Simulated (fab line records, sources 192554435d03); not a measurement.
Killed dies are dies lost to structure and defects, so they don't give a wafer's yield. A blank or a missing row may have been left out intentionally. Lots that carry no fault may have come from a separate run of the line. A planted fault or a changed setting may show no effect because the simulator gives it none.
Which tool is to blame?	flow n5Finfet	route of 1938 steps, sampled at 1 step: 6 lots, 17 wafers

== WHAT THE GAUGES READ, wafer by wafer ==
N5_MOL_CONTACT_COAG_OVL_MEAS_09.
lot	measured	on	CA_OVL (nm)
L763	day 4 20:25	overlay-01	-0.6 -1.3 -0.6
L768	day 6 02:54	overlay-02	-0.5 -0.8 -0.9
L773	day 7 12:59	overlay-01	-1.2 -1.1
L776	day 8 03:26	overlay-01	-1.3 -0.1 -1.0
L782	day 9 16:44	overlay-02	-1.1 -0.9 -0.9
L785	day 10 13:22	overlay-02	0.0 -0.4 -0.7

== WHICH TOOL RAN EACH LOT (tool, then ch and the chambers of the sampled wafers, then the start) ==
There is no process step in the record ahead of these readings.

== THE ANSWER, worked out from the rows above alone ==
Rule: usual is defined by the lots themselves. The widest of any qualifying gaps counts: lots, ordered by their means at a reading, are off when they make up no more than a third of the lots, leave a main group of 4 or more, and stand apart from it by 3 or more times the standard deviation of that group's means. A main group is skipped when, at the precision printed for the reading in the tables above, its means are all equal. Also off: a lot with no number at a reading for which 4 or more lots have one. The other lots that the step has rows for count as sound.
None of the lots is off at any reading shown; this tells nothing.

== WHAT THE SIMULATOR PUT IN ==
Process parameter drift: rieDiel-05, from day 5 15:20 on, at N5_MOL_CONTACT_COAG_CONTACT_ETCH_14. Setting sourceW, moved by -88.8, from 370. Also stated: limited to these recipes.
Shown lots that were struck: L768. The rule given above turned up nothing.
